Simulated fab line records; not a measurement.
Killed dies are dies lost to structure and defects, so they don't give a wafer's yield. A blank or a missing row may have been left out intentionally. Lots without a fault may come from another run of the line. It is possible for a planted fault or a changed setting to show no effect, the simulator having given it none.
The same fault as seen by 2 desks	flow nand-harc	numbers are kept per desk, each desk with only its own; the story behind them comes last

FOR THE TOOL OWNER'S DESK: pvd-sputter-02
The tool's own readings at NHARC_P_M0_PVD_20 (deposits TaN, target thk 5 nm, time 8.06 s): means of the sampled wafers that have a number, for each lot that ran on this tool. Marked OUT: a lot whose mean sits more than 4 standard deviations from the usual mean, which makes it out of limits; the brackets give that distance.
Columns: A = throttle-valve-pct at NHARC_P_M0_PVD_20, usual 29.6 %
lot	first seen here	A
L505	day 8 05:40	28.9
L517	day 10 21:38	29.8
Finding of this desk: none of the 2 lots has anything out of limits.

AT THE METROLOGY DESK
What the gauges read for every lot (on any tool): the sampled wafers with a number, averaged. Marked OUT: a lot whose mean sits more than 4 standard deviations from the usual mean, which makes it out of limits; the brackets give that distance.
Columns: A = thk-nm at NHARC_P_M0_THK_MEAS_24, usual 116.9 nm
lot	first seen here	A
L497	day 6 09:05	114.9
L498	day 6 09:47	118.5
L501	day 6 17:32	116.3
L505	day 8 06:57	117.9
L511	day 9 07:54	117.3
L512	day 9 23:15	118.3
L514	day 10 05:53	114.9
L515	day 10 08:31	118.0
L516	day 10 17:33	116.6
L517	day 10 22:56	117.8
L518	day 10 23:26	115.7
L520	day 11 15:33	119.2
Finding of this desk: none of the 12 lots has anything out of limits.

ALL TOGETHER
The tool owner's desk saw nothing out of limits.
From the metrology desk's view, nothing was out of limits.

WHAT THE SIMULATOR HAD INSERTED
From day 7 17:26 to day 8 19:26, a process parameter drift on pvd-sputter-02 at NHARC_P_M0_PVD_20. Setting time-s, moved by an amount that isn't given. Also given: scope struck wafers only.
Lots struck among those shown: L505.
